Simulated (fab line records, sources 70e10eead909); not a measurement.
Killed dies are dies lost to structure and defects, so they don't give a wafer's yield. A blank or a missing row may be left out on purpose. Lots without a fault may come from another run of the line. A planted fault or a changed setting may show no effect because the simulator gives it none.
fab line records | flow nand_harc
record lots=6 wafers=18 last_day=32
route steps=1302 shown A_SGD_CUT@910 A_SLIT@922 END@1302
lots that met no fault: from a run of the same line without faults
start_h: hours from the record's first day to the start of the lot's first wafer shown | wait_h: hours since the lot's step before | " the same as in the row above | L1.1+2: a row that stands for several wafers | - no value, or no start given | * or withheld: withheld | < > ~ a bound
route shown NAME@n: a module of which the file shows steps, and the number in the route of the first | usual: mean/standard deviation of fault-free wafers | same: alike in all rows | chamber/n: place in a boat | sites: the reading at each site | _std_site: their standard deviation | _edge_site: outer sites' mean less inner sites' | radius_mm: how far each site lies from the wafer's centre | mask NAME#n: copy n | behind: the tool/chamber that last shaped the wafer | hold: why the lot was held/for how many hours/how that ended | device: the transistor (n, p or np) that didn't switch | end of line: the same wafers' tests at the end of the route | a step without rows: its recipe alone | killed: dies lost to structure and defects at the first sort, not the wafer's yield | map: a wafer's dies, x killed, . not, _ none there
set.NAME: the setting as run; set.NAME@STEP: as run at that earlier step | model.NAME: the simulator's own value behind a step, which no gauge read
lots at some steps of the route; a table a step, a row a wafer
services: from which hour (start_h, from the record's first day; less than 0 if before it) a tool's chamber was out of use, for how many hours, and why
## steps
# step NHARC_A_SGD_CUT_STRIP_17
# recipe o2_flow_sccm=500 ar_flow_sccm=0 bias_w=0 chemistry=O2
# usual drypump_motor_current_A=5.8/0.46 oes_product_au=0.998/0.0099 rf_vpp_V=57.8/0.86 showerhead_plenum_p_Torr=3.51/0.15 throttle_valve_pct=17.037/0.0095
# same bias_w=0
# columns lot.wafer tool chamber start_h wait_h drypump_motor_current_A oes_product_au rf_hours_counter_h rf_vpp_V showerhead_plenum_p_Torr throttle_valve_pct
L729.1 rie_diel-08 3 - - 5.6 0.993 3 56.6 3.55 17.036
L729.4 " 1 " " 6.6 1.003 4 57.2 3.62 17.043
L729.6 " 3 " " 5.6 1.005 - 57.0 3.55 17.030
L731.1 rie_diel-03 2 - - 5.6 0.999 1 56.9 3.42 17.034
L731.3 " 3 " " 6.5 0.989 1 56.5 3.60 17.037
L731.5 " 2 " " 5.5 1.003 - 58.8 3.42 17.038
L740.3 rie_diel-03 1 - - 5.4 1.003 8 57.7 3.73 17.043
L740.1 " 2 " " 5.6 0.978 8 59.1 3.42 17.045
L740.2 " 3 " " 6.4 0.987 8 57.6 3.60 17.040
L739.1 rie_diel-12 3 - - 5.6 1.015 6 58.4 3.50 17.028
L739.4 " 1 " " 5.6 0.990 5 56.9 3.30 17.049
L739.6 " 2 " " 5.6 0.999 - 56.9 3.33 17.045
L742.1 rie_diel-03 0 - - 5.4 1.013 7 57.0 3.28 17.044
L742.4 " 2 " " 5.5 1.004 10 58.7 3.41 17.033
L742.5 " 0 " " 5.4 1.004 - 56.2 3.28 17.012
L748.2 rie_diel-08 3 - - 5.6 1.000 4 58.2 3.55 17.019
L748.4 " 2 " " 5.4 1.008 3 57.5 3.76 17.030
L748.5 " 3 " " 5.6 1.008 - 57.6 3.55 17.043
# step NHARC_A_SGD_CUT_PRECLEAN_18
# recipe time_s=* temp_c=50 bath_age_min=0 chemistry=SC1
# step NHARC_A_SGD_CUT_SRD_19
# step NHARC_A_SGD_CUT_DEP_20
# recipe target_thk_a=1500 temp_c=65 material=SiO2
# step NHARC_A_SGD_CUT_ANNEAL_27
# recipe temp_c=450 time_s=1800
# step NHARC_A_SGD_CUT_CMP_21
# recipe target_thk_nm=148.19
# usual motor_current_A=11.6/0.97 time_to_endpoint_s=50.2/2.3
# columns lot.wafer tool chamber start_h wait_h motor_current_A time_to_endpoint_s
L729.1 cmp-01 1 445.96 0.4 10.9 46.4
L729.4 " 0 " " 12.5 44.6
L729.6 " 1 " " 11.1 46.9
L731.1 cmp-04 3 484.08 0.4 13.6 50.2
L731.3 " 0 " " 11.9 51.6
L731.5 " 2 " " 9.8 53.9
L739.4 cmp-04 0 556.03 0.4 12.0 50.7
L739.1 " 1 " " 11.2 52.0
L739.6 " 1 " " 11.0 48.3
L740.3 cmp-01 3 556.03 0.4 11.4 48.1
L740.2 " 0 " " 11.9 47.9
L740.1 " 2 " " 10.8 52.2
L742.4 cmp-01 1 577.20 0.4 11.5 50.3
L742.1 " 3 " " 11.8 51.8
L742.5 " 0 " " 12.7 47.4
L748.4 cmp-01 3 635.32 0.4 12.2 50.3
L748.2 " 2 " " 10.6 53.9
L748.5 " 0 " " 12.9 49.7
# step NHARC_A_SGD_CUT_THK_MEAS_22
# recipe thk_meas_gauge=ellipsometry
# usual thk_nm=147.9/1.4
# columns lot.wafer tool chamber start_h wait_h thk_nm
L729.1 film_metro-01 - 446.21 0.2 148.3
L729.4 " - " " 148.0
L729.6 " - " " 148.7
L731.1 film_metro-02 - 484.28 0.2 146.7
L731.3 " - " " 150.7
L731.5 " - " " 149.4
L740.1 film_metro-02 - 556.28 0.2 150.0
L740.2 " - " " 146.2
L740.3 " - " " 145.7
L739.1 film_metro-01 - 556.28 0.2 150.6
L739.4 " - " " 145.5
L739.6 " - " " 146.2
L742.1 film_metro-01 - 577.43 0.2 147.4
L742.4 " - " " 146.8
L742.5 " - " " 147.1
L748.2 film_metro-02 - 635.57 0.2 144.5
L748.4 " - " " 146.4
L748.5 " - " " 146.4
# step NHARC_A_SGD_CUT_SRD_23
# step NHARC_A_SGD_CUT_ETCH_26
# recipe target_depth_a=458 chemistry=dHF material=SiO2
# step NHARC_A_SGD_CUT_ETCHBACK_24
# recipe target_depth_a=500 over_etch_frac=0.3 time_s=92.857 ion_energy_ev=120 ch3f_flow_sccm=50 o2_flow_sccm=30 ar_flow_sccm=200 rf_w=500 bias_w=100 chemistry=CH3F/O2
# usual bias_w=100.0/0.33 drypump_motor_current_A=5.9/0.48 oes_product_au=0.96/0.035 rf_vpp_V=244.2/1.7 showerhead_plenum_p_Torr=2.44/0.11 throttle_valve_pct=20.662/0.0088
# columns lot.wafer tool chamber start_h wait_h bias_w drypump_motor_current_A oes_product_au rf_hours_counter_h rf_vpp_V showerhead_plenum_p_Torr throttle_valve_pct
L729.4 rie_diel-03 0 446.45 0.2 99.9 5.4 0.99 13 242.0 2.28 20.665
L729.1 " 1 " " 99.7 5.4 0.99 13 246.2 2.61 20.675
L729.6 " 3 " " 100.1 6.4 0.99 - 245.9 2.51 20.668
L731.1 rie_diel-12 1 484.50 0.1 100.9 5.6 0.98 1 242.4 2.29 20.673
L731.3 " 2 " " 99.4 5.6 0.97 1 241.5 2.32 20.647
L731.5 " 1 " " 100.2 5.6 0.98 - 241.1 2.29 20.655
L740.2 rie_diel-08 0 556.51 0.1 99.9 6.7 1.01 0 245.1 2.49 20.668
L740.3 " 1 " " 100.6 6.6 1.01 0 243.1 2.52 20.659
L740.1 " 3 " " 99.2 5.6 1.00 0 245.2 2.47 20.654
L739.1 rie_diel-12 0 556.52 0.1 99.8 6.2 0.92 6 243.9 2.40 20.666
L739.4 " 1 " " 100.2 5.6 0.93 5 239.8 2.29 20.671
L739.6 " 0 " " 100.0 6.2 0.92 - 244.2 2.40 20.668
L742.1 rie_diel-03 3 577.67 0.1 99.9 6.4 0.94 10 243.3 2.51 20.662
L742.4 " 0 " " 99.9 5.4 0.94 8 241.3 2.28 20.671
L742.5 " 3 " " 99.6 6.4 0.92 - 244.3 2.51 20.668
L748.2 rie_diel-12 0 635.79 0.2 99.8 6.2 1.01 1 243.3 2.39 20.651
L748.4 " 1 " " 100.1 5.6 1.00 1 243.6 2.29 20.657
L748.5 " 1 " " 100.3 5.6 1.00 - 242.2 2.29 20.666
# step NHARC_A_SGD_CUT_STRIP_28
# recipe time_s=20 o2_flow_sccm=500 ar_flow_sccm=0 bias_w=0 chemistry=O2
# usual drypump_motor_current_A=5.9/0.47 oes_product_au=0.998/0.01 rf_vpp_V=57.6/0.92 showerhead_plenum_p_Torr=3.51/0.15 throttle_valve_pct=17.037/0.0099
# same bias_w=0
# columns lot.wafer tool chamber start_h wait_h drypump_motor_current_A oes_product_au rf_hours_counter_h rf_vpp_V showerhead_plenum_p_Torr throttle_valve_pct
L729.1 rie_diel-03 2 - - 5.6 1.002 14 57.7 3.42 17.024
L729.4 " 3 " " 6.4 0.983 12 57.4 3.60 17.016
L729.6 " 1 " " 5.4 1.002 - 58.6 3.74 17.020
L731.1 rie_diel-12 3 - - 5.6 1.014 1 58.6 3.50 17.032
L731.3 " 0 " " 6.2 0.969 1 56.6 3.44 17.038
L731.5 " 3 " " 5.6 1.013 - 58.6 3.50 17.045
L739.4 rie_diel-12 2 - - 5.6 0.989 6 57.3 3.33 17.023
L739.1 " 0 " " 6.2 0.988 6 58.2 3.44 17.042
L739.6 " 1 " " 5.6 0.988 - 57.3 3.30 17.020
L740.1 rie_diel-08 0 556.68 0.1 6.6 1.002 0 58.0 3.57 17.049
L740.2 " 1 " " 6.5 0.997 0 59.5 3.61 17.044
L740.3 " 3 " " 5.6 1.004 0 55.5 3.55 17.038
L742.4 rie_diel-03 1 - - 5.5 1.006 10 57.6 3.73 17.025
L742.1 " 2 " " 5.6 1.000 10 57.5 3.41 17.035
L742.5 " 2 " " 5.6 0.993 - 57.8 3.41 17.062
L748.2 rie_diel-12 2 - - 5.6 0.998 1 58.2 3.33 17.043
L748.4 " 1 " " 5.6 0.997 1 57.9 3.30 17.029
L748.5 " 3 " " 5.6 1.005 - 57.0 3.50 17.042
# step NHARC_A_SGD_CUT_INSPECT_25
# usual raw_defect_count=384/95
# columns lot.wafer tool chamber start_h wait_h raw_defect_count
L729.1 defect_inspect-01 - 446.68 - 650
L729.4 " - " " 307
L729.6 " - " " 361
L731.1 defect_inspect-01 - 484.75 - 239
L731.3 " - " " 334
L731.5 " - " " 355
L739.1 defect_inspect-01 - 556.75 - 451
L739.4 " - " " 613
L739.6 " - " " 476
L740.1 defect_inspect-02 - 556.78 - 468
L740.2 " - " " 532
L740.3 " - " " 377
L742.1 defect_inspect-01 - 577.89 - 312
L742.4 " - " " 312
L742.5 " - " " 508
L748.2 defect_inspect-02 - 636.03 - 661
L748.4 " - " " 366
L748.5 " - " " 339
# step NHARC_A_SLIT_DEP_25
# recipe target_thk_a=2000 temp_c=400 pressure_torr=6.5 rf_w=900 teos_flow_sccm=161.4 flow_sccm=2650 target_thk_nm=200 gas=O2 material=SiO2
# usual chamber_pressure_Torr=6.500/0.013 flow_sccm=2650/7.2 heater_power_w=599/86 throttle_valve_pct=16.3/0.64
# columns lot.wafer tool chamber start_h wait_h chamber_pressure_Torr flow_sccm heater_power_w throttle_valve_pct
L729.1 pecvd-01 1 446.75 0.1 6.489 2653 496 16.1
L729.4 " 0 " " 6.504 2635 594 16.2
L729.6 " 0 " " 6.515 2643 599 16.2
L731.3 pecvd-01 1 484.81 0.1 6.496 2641 532 16.1
L731.1 " 0 " " 6.498 2656 597 16.2
L731.5 " 2 " " 6.499 2654 614 16.4
L739.1 pecvd-02 1 556.89 0.1 6.511 2652 703 17.0
L739.4 " 0 " " 6.508 2638 741 16.9
L739.6 " 1 " " 6.498 2654 696 17.1
L740.3 pecvd-01 1 556.95 0.2 - - - -
L740.1 " 2 " " - - - -
L740.2 " 0 " " - - - -
L742.1 pecvd-01 0 578.04 0.1 - - - -
L742.4 " 1 " " - - - -
L742.5 " 0 " " - - - -
L748.2 pecvd-02 0 636.14 0.1 6.496 2651 734 17.2
L748.5 " 2 " " 6.497 2652 582 15.1
L748.4 " 1 " " 6.510 2626 663 17.0
# step NHARC_A_SLIT_DEP_00
# recipe target_thk_a=62000 temp_c=400 material=aC
# usual susceptor_temp_C=400.01/0.23 throttle_valve_pct=34.999/0.0095
# columns lot.wafer tool chamber start_h wait_h susceptor_temp_C throttle_valve_pct
L729.1 acl_dep-03 0 448.25 1.4 400.18 35.016
L729.4 " 0 450.15 3.2 400.22 35.018
L729.6 " 0 451.42 4.3 399.97 34.990
L731.1 acl_dep-02 0 485.15 - 400.30 35.012
L731.3 " 0 486.41 - 400.08 35.002
L731.5 " 0 487.68 - 400.35 35.000
L739.1 acl_dep-03 0 560.15 - - 35.008
L739.4 " 0 562.02 - - 34.998
L739.6 " 0 563.27 - - 35.002
L740.1 acl_dep-02 0 562.29 5.3 400.00 34.995
L740.2 " 0 " " 399.90 34.989
L740.3 " 0 " " 400.29 35.000
L742.1 acl_dep-02 0 578.53 0.5 400.05 34.994
L742.4 " 0 580.42 2.3 399.85 35.006
L742.5 " 0 " " 399.78 35.001
L748.2 acl_dep-01 0 637.06 - 399.90 35.003
L748.4 " 0 638.31 - 399.65 34.993
L748.5 " 0 " " 400.18 35.012
# step NHARC_END_SORT_01
# recipe temp_c=25
# usual killed_at_array=53/20 killed_at_other=1/1.2 killed_at_periphery=3.7/2.6 killed_dies=58/20 killed_open=3.5/1.8 killed_short=2.4/1.7
# same gross_dies=677
# columns lot.wafer tool chamber start_h wait_h hold killed_at_array killed_at_other killed_at_periphery killed_dies killed_open killed_short
L731.1 prober-01 0 601.56 2.5 - 38 0 1 39 3 1
L731.3 prober-01 0 603.16 3.1 - 52 0 1 53 3 4
L731.5 prober-01 0 604.76 3.7 - 53 0 5 58 7 2
L740.1 prober-01 0 676.21 2.5 await_dispo/3.3h/scrap 669 2 6 677 2 3
L740.2 prober-01 0 677.00 2.8 await_dispo/3.3h/scrap 669 2 6 677 6 4
L740.3 prober-01 0 677.80 3.1 await_dispo/3.3h/scrap 672 1 4 677 0 1
L742.1 prober-01 0 696.56 2.5 await_dispo/3.4h/scrap 673 1 3 677 0 3
L742.4 prober-01 0 698.95 3.4 await_dispo/3.4h/scrap 673 0 4 677 2 2
L742.5 prober-01 0 699.75 3.7 await_dispo/3.4h/scrap 675 1 1 677 4 2
L748.2 prober-01 0 765.17 2.8 - 52 0 1 53 2 4
L748.4 prober-01 0 766.76 3.4 - 55 0 4 59 5 3
L748.5 prober-01 0 767.55 3.7 - 52 0 1 53 5 5
# killed by level:class
L731.1 A_SLIT:chamber_film_flake=27 A_CHANNEL_HOLE_D2:chamber_film_flake=3 A_CONTACT:chamber_film_flake=2 P_M0:geometric_particle:open=1 A_SOURCE_PLATE:geometric_particle:short=1 A_CHANNEL_HOLE_D2:geometric_particle:open=1 A_SGD_CUT:geometric_particle:open=1 A_CHANNEL_HOLE_D1:chamber_film_flake=1
L731.3 A_SLIT:chamber_film_flake=21 A_CONTACT:chamber_film_flake=13 A_STAIRCASE:chamber_film_flake=4 A_DECK1_JOINT:geometric_particle:short=2 A_CHANNEL_HOLE_D1:chamber_film_flake=2 A_CHANNEL_HOLE_D2:chamber_film_flake=2 P_M0:geometric_particle:open=1 A_ONON_D1:geometric_particle:short=1
L731.5 A_SLIT:chamber_film_flake=27 A_CONTACT:chamber_film_flake=8 A_CHANNEL_HOLE_D2:chamber_film_flake=6 A_DECK1_JOINT:geometric_particle:open=3 A_CHANNEL_HOLE_D1:chamber_film_flake=2 A_DECK1_JOINT:chamber_film_flake=2 P_GATE:geometric_particle:open=1 P_M0:geometric_particle:open=1
L740.1 A_SLIT:area_dep=575 A_CHANNEL_HOLE_D1:chamber_film_flake=35 A_SLIT:chamber_film_flake=31 A_BLC:chamber_film_flake=6 A_STAIRCASE:chamber_film_flake=5 A_CONTACT:chamber_film_flake=4 P_BONDPAD:chamber_film_flake=3 A_SGD_CUT:chamber_film_flake=3
L740.2 A_SLIT:area_dep=598 A_CHANNEL_HOLE_D1:chamber_film_flake=32 A_SLIT:chamber_film_flake=20 A_CONTACT:chamber_film_flake=4 A_BLC:chamber_film_flake=3 A_CHANNEL_HOLE_D2:chamber_film_flake=2 THIN_TSV:chamber_film_flake=2 P_STI:geometric_particle:open=1
L740.3 A_SLIT:area_dep=593 A_CHANNEL_HOLE_D1:chamber_film_flake=39 A_SLIT:chamber_film_flake=27 A_CONTACT:chamber_film_flake=7 A_BLC:chamber_film_flake=5 P_GATE:chamber_film_flake=2 P_M0:geometric_particle:short=1 P_BONDPAD:chamber_film_flake=1
L742.1 A_SLIT:area_dep=645 A_SLIT:chamber_film_flake=14 A_CONTACT:chamber_film_flake=6 A_CHANNEL_HOLE_D1:chamber_film_flake=3 P_M2:geometric_particle:short=1 A_CHANNEL_FILL_D2:geometric_particle:short=1 A_BLC:geometric_particle:short=1 P_ZERO_WELL:chamber_film_flake=1
L742.4 A_SLIT:area_dep=633 A_SLIT:chamber_film_flake=29 A_CHANNEL_HOLE_D1:chamber_film_flake=3 P_ZERO_WELL:chamber_film_flake=2 A_CONTACT:chamber_film_flake=2 A_BLC:chamber_film_flake=2 P_GATE:geometric_particle:short=1 A_ONON_D2:geometric_particle:open=1
L742.5 A_SLIT:area_dep=619 A_SLIT:chamber_film_flake=38 A_CONTACT:chamber_film_flake=5 A_CHANNEL_HOLE_D1:chamber_film_flake=3 A_BLC:chamber_film_flake=3 A_WL_FILL:geometric_particle:short=2 A_CHANNEL_FILL_D1:geometric_particle:open=1 A_BLC:geometric_particle:open=1
L748.2 A_CHANNEL_HOLE_D1:chamber_film_flake=28 A_CONTACT:chamber_film_flake=6 A_SLIT:chamber_film_flake=5 A_STAIRCASE:chamber_film_flake=3 A_WL_FILL:chamber_film_flake=3 P_CONTACT:geometric_particle:open=1 A_SOURCE_PLATE:geometric_particle:short=1 A_ONON_D2:geometric_particle:short=1
L748.4 A_CHANNEL_HOLE_D1:chamber_film_flake=35 A_M1:chamber_film_flake=5 P_ZERO_WELL:chamber_film_flake=2 A_STAIRCASE:chamber_film_flake=2 A_SLIT:chamber_film_flake=2 A_CONTACT:chamber_film_flake=2 P_CONTACT:geometric_particle:open=1 A_SOURCE_PLATE:geometric_particle:short=1
L748.5 A_CHANNEL_HOLE_D1:chamber_film_flake=25 A_CONTACT:chamber_film_flake=5 A_SLIT:chamber_film_flake=4 A_STAIRCASE:chamber_film_flake=3 A_CHANNEL_HOLE_D2:geometric_particle:short=2 A_CHANNEL_FILL_D2:geometric_particle:open=2 A_CHANNEL_HOLE_D2:chamber_film_flake=2 A_M1:chamber_film_flake=2
# map L740.1 (x killed, . not)
____________x____________
_________xxxxxxx_________
_______xxxxxxxxxxx_______
______xxxxxxxxxxxxx______
_____xxxxxxxxxxxxxxx_____
____xxxxxxxxxxxxxxxxx____
____xxxxxxxxxxxxxxxxx____
___xxxxxxxxxxxxxxxxxxx___
___xxxxxxxxxxxxxxxxxxx___
__xxxxxxxxxxxxxxxxxxxxx__
__xxxxxxxxxxxxxxxxxxxxx__
_xxxxxxxxxxxxxxxxxxxxxxx_
_xxxxxxxxxxxxxxxxxxxxxxx_
_xxxxxxxxxxxxxxxxxxxxxxx_
_xxxxxxxxxxxxxxxxxxxxxxx_
_xxxxxxxxxxxxxxxxxxxxxxx_
xxxxxxxxxxxxxxxxxxxxxxxxx
xxxxxxxxxxxxxxxxxxxxxxxxx
xxxxxxxxxxxxxxxxxxxxxxxxx
xxxxxxxxxxxxxxxxxxxxxxxxx
xxxxxxxxxxxxxxxxxxxxxxxxx
_xxxxxxxxxxxxxxxxxxxxxxx_
_xxxxxxxxxxxxxxxxxxxxxxx_
_xxxxxxxxxxxxxxxxxxxxxxx_
_xxxxxxxxxxxxxxxxxxxxxxx_
_xxxxxxxxxxxxxxxxxxxxxxx_
__xxxxxxxxxxxxxxxxxxxxx__
__xxxxxxxxxxxxxxxxxxxxx__
___xxxxxxxxxxxxxxxxxxx___
___xxxxxxxxxxxxxxxxxxx___
____xxxxxxxxxxxxxxxxx____
____xxxxxxxxxxxxxxxxx____
_____xxxxxxxxxxxxxxx_____
______xxxxxxxxxxxxx______
_______xxxxxxxxxxx_______
_________xxxxxxx_________
____________x____________
# map L742.1 (x killed, . not)
____________x____________
_________xxxxxxx_________
_______xxxxxxxxxxx_______
______xxxxxxxxxxxxx______
_____xxxxxxxxxxxxxxx_____
____xxxxxxxxxxxxxxxxx____
____xxxxxxxxxxxxxxxxx____
___xxxxxxxxxxxxxxxxxxx___
___xxxxxxxxxxxxxxxxxxx___
__xxxxxxxxxxxxxxxxxxxxx__
__xxxxxxxxxxxxxxxxxxxxx__
_xxxxxxxxxxxxxxxxxxxxxxx_
_xxxxxxxxxxxxxxxxxxxxxxx_
_xxxxxxxxxxxxxxxxxxxxxxx_
_xxxxxxxxxxxxxxxxxxxxxxx_
_xxxxxxxxxxxxxxxxxxxxxxx_
xxxxxxxxxxxxxxxxxxxxxxxxx
xxxxxxxxxxxxxxxxxxxxxxxxx
xxxxxxxxxxxxxxxxxxxxxxxxx
xxxxxxxxxxxxxxxxxxxxxxxxx
xxxxxxxxxxxxxxxxxxxxxxxxx
_xxxxxxxxxxxxxxxxxxxxxxx_
_xxxxxxxxxxxxxxxxxxxxxxx_
_xxxxxxxxxxxxxxxxxxxxxxx_
_xxxxxxxxxxxxxxxxxxxxxxx_
_xxxxxxxxxxxxxxxxxxxxxxx_
__xxxxxxxxxxxxxxxxxxxxx__
__xxxxxxxxxxxxxxxxxxxxx__
___xxxxxxxxxxxxxxxxxxx___
___xxxxxxxxxxxxxxxxxxx___
____xxxxxxxxxxxxxxxxx____
____xxxxxxxxxxxxxxxxx____
_____xxxxxxxxxxxxxxx_____
______xxxxxxxxxxxxx______
_______xxxxxxxxxxx_______
_________xxxxxxx_________
____________x____________
## services
# columns tool chamber start_h hours kind
pecvd-01 2 426.75 20.4 repair
rie_diel-08 3 433.02 3.3 repair
cmp-01 - 433.38 2.4 repair
rie_diel-12 - 445.40 9.0 pm
rie_diel-03 - 458.54 9.0 pm
cmp-01 - 459.02 1.3 repair
cmp-01 - 471.99 0.7 repair
cmp-01 - 479.52 4.0 pm
pecvd-01 2 480.87 1.7 repair
pecvd-01 - 492.80 13.0 pm
rie_diel-12 2 496.98 6.3 repair
rie_diel-03 - 521.08 1.2 repair
rie_diel-03 - 522.61 0.4 repair
cmp-01 - 540.50 4.1 repair
rie_diel-03 0 543.91 14.9 repair
rie_diel-08 - 544.89 9.0 pm
rie_diel-12 1 566.86 5.8 repair
cmp-01 - 577.52 4.0 pm
rie_diel-03 0 590.83 8.3 repair
rie_diel-12 - 596.48 1.3 repair
pecvd-01 - 598.77 1.1 repair
cmp-01 - 621.20 0.6 repair
rie_diel-12 - 622.40 9.0 pm
rie_diel-03 - 635.55 9.0 pm
## key
first_sign step=NHARC_A_SLIT_DEP_25 reading=tool_record direction=missing
effect step=NHARC_END_SORT_01 reading=killed_at_array direction=up sigmas=31 usual=53 struck=672
more_kills_born_at NHARC_A_SLIT_DEP_25@pecvd-01=3663
met_at NHARC_A_SLIT_DEP_25
struck_wafers L740.1,L740.2,L740.3,L742.1,L742.4,L742.5
later_rows_left_out L740.1,L740.2,L740.3,L742.1,L742.4,L742.5
tester_left_out L740,L742
onset_between 484.81 556.95
fault kind=skipped_step_whole tool=pecvd-01 chamber=- onset_h=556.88 steps=NHARC_A_SLIT_DEP_25 scope=struck_lots_only
# tester_left_out: of these lots the tester's yield and bins aren't shown, on N5 and GAA mostly nor the transistor test; their killed dies are dies lost to structure and defects alone, not to doping, threshold or leakage, so they don't give the yield
# later_rows_left_out: the simulator's readings of these wafers behind a module that went badly wrong aren't trusted and aren't shown, but for the sort
